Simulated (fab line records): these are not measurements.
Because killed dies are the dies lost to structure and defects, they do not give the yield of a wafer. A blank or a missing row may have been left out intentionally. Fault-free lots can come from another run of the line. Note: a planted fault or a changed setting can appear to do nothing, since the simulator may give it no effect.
Chamber matching -- flow nand-harc -- NHARC_A_STAIRCASE_ETCH_253 on rie-diel-01: 4 sister chambers
The step etches the open film in C4F8/O2, target depth 50 nm, time 20.2 s. 20 wafers are shown with their chamber, then 10 later ones without.

== WAFERS WITH THEIR CHAMBER ==
wafer,chamber,rf-vpp-V (V),oes-product-au (a.u.)
L078.1,1,889,0.973
L078.2,3,906,0.987
L078.3,2,886,0.974
L078.4,2,887,0.980
L078.5,3,905,0.979
L078.6,1,888,0.971
L080.1,0,898,0.971
L080.3,3,903,0.979
L080.5,2,886,0.973
L081.3,2,887,0.930
L081.4,0,896,0.923
L081.6,0,897,0.908
L083.2,1,890,0.971
L083.4,2,888,0.997
L083.6,0,897,0.954
L084.2,3,904,0.958
L084.3,1,889,0.956
L084.5,3,903,0.962
L086.3,0,896,0.967
L086.5,0,897,0.956

SIGNATURES, as means of the wafers listed above
reading,chamber 0,chamber 1,chamber 2,chamber 3,scatter within a chamber
rf-vpp-V,896.83,889.00,886.80,904.20,0.95
oes-product-au,0.94650,0.96775,0.97080,0.97300,0.0201
Rule: for each reading, subtract the chamber's mean from the wafer's reading, divide by that reading's scatter and square the result; add these up over the readings and take the root, which gives the wafer's distance from the chamber. The wafer belongs to the nearest chamber; if the next one is less than 2 further off, it can't be placed. The scatter: the root of (the sum of the squares of (reading less its chamber's mean) over the shown wafers, divided by (wafers less chambers)).

== WAFERS WITHOUT THEIR CHAMBER ==
wafer,rf-vpp-V (V),oes-product-au (a.u.)
L086.6,889,0.983
L090.1,889,0.961
L090.3,889,0.946
L090.5,904,0.959
L089.1,888,0.965
L089.3,903,0.985
L089.6,905,0.984
L097.2,904,0.961
L097.3,897,0.944
L097.6,904,0.958

== THE CHAMBER EACH PASSED THROUGH ==
wafer,from the rows above,in truth
L086.6,can't be placed: 1 or 2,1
L090.1,1,1
L090.3,can't be placed: 1 or 2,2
L090.5,3,3
L089.1,can't be placed: 1 or 2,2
L089.3,3,3
L089.6,3,3
L097.2,3,3
L097.3,0,0
L097.6,3,3
7 of 10 placed correctly. These rows do not allow placing 3 (true chamber among the candidates in 3). Placed wrongly: 0.
